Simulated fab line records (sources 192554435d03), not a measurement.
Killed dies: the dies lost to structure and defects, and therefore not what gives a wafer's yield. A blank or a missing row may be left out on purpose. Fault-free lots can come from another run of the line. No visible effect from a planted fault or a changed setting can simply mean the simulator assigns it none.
Matching of chambers || flow n5-finfet || N5_DUMMY_GATE_ETCH_37 on rie-diel-02 has 4 sister chambers
The step etches SOC in N2/H2, target depth 60 nm, overetch 30 nm. 8 wafers are shown with their chamber, then 9 later ones without.

== WAFERS PAIRED WITH THEIR CHAMBERS ==
{"wafer": "L080.4", "chamber": 2, "showerhead-plenum-p-Torr (Torr)": 2.39, "throttle-valve-pct (%)": 17.74}
{"wafer": "L082.6", "chamber": 2, "showerhead-plenum-p-Torr (Torr)": 2.39, "throttle-valve-pct (%)": 17.74}
{"wafer": "L084.1", "chamber": 1, "showerhead-plenum-p-Torr (Torr)": 2.41, "throttle-valve-pct (%)": 18.51}
{"wafer": "L084.3", "chamber": 0, "showerhead-plenum-p-Torr (Torr)": 2.65, "throttle-valve-pct (%)": 17.99}
{"wafer": "L084.6", "chamber": 1, "showerhead-plenum-p-Torr (Torr)": 2.41, "throttle-valve-pct (%)": 18.48}
{"wafer": "L085.2", "chamber": 3, "showerhead-plenum-p-Torr (Torr)": 2.66, "throttle-valve-pct (%)": 17.96}
{"wafer": "L085.3", "chamber": 0, "showerhead-plenum-p-Torr (Torr)": 2.64, "throttle-valve-pct (%)": 17.98}
{"wafer": "L085.6", "chamber": 3, "showerhead-plenum-p-Torr (Torr)": 2.66, "throttle-valve-pct (%)": 17.97}

== WAFERS WITHOUT THEIR CHAMBER ==
{"wafer": "L087.2", "showerhead-plenum-p-Torr (Torr)": 2.39, "throttle-valve-pct (%)": 17.76}
{"wafer": "L087.4", "showerhead-plenum-p-Torr (Torr)": 2.66, "throttle-valve-pct (%)": 17.97}
{"wafer": "L087.6", "showerhead-plenum-p-Torr (Torr)": 2.39, "throttle-valve-pct (%)": 17.75}
{"wafer": "L090.1", "showerhead-plenum-p-Torr (Torr)": 2.65, "throttle-valve-pct (%)": 17.97}
{"wafer": "L090.3", "showerhead-plenum-p-Torr (Torr)": 2.41, "throttle-valve-pct (%)": 18.51}
{"wafer": "L090.5", "showerhead-plenum-p-Torr (Torr)": 2.64, "throttle-valve-pct (%)": 18.02}
{"wafer": "L094.2", "showerhead-plenum-p-Torr (Torr)": 2.65, "throttle-valve-pct (%)": 18.00}
{"wafer": "L094.5", "showerhead-plenum-p-Torr (Torr)": 2.71, "throttle-valve-pct (%)": 17.32}
{"wafer": "L094.6", "showerhead-plenum-p-Torr (Torr)": 2.40, "throttle-valve-pct (%)": 18.52}

== THE CHAMBER EACH PASSED THROUGH ==
{"wafer": "L087.2", "from the rows above": 2, "in truth": 2}
{"wafer": "L087.4", "from the rows above": 3, "in truth": 3}
{"wafer": "L087.6", "from the rows above": 2, "in truth": 2}
{"wafer": "L090.1", "from the rows above": "can't be placed: 0 or 3", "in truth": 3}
{"wafer": "L090.3", "from the rows above": 1, "in truth": 1}
{"wafer": "L090.5", "from the rows above": 0, "in truth": 0}
{"wafer": "L094.2", "from the rows above": 0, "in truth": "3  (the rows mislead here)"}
{"wafer": "L094.5", "from the rows above": 3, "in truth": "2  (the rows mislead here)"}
{"wafer": "L094.6", "from the rows above": 1, "in truth": 1}
6 of 9 placed correctly. From these rows, 1 cannot be placed; in 1 the true chamber is one of the candidates. 2 placed wrongly.
How it was worked out, from the rows above alone: a wafer's distance from a chamber is the root of the sum, over the readings, of the square of ((its reading less the chamber's mean) divided by the reading's scatter). If the next closest chamber is less than 2 further off than the closest, the wafer can't be placed; otherwise it belongs to the closest. A chamber's mean is the mean of its shown wafers. How the scatter is found: for the shown wafers, subtract from each reading the mean of its chamber, square and add these, divide the total by (wafers less chambers), then take the root.
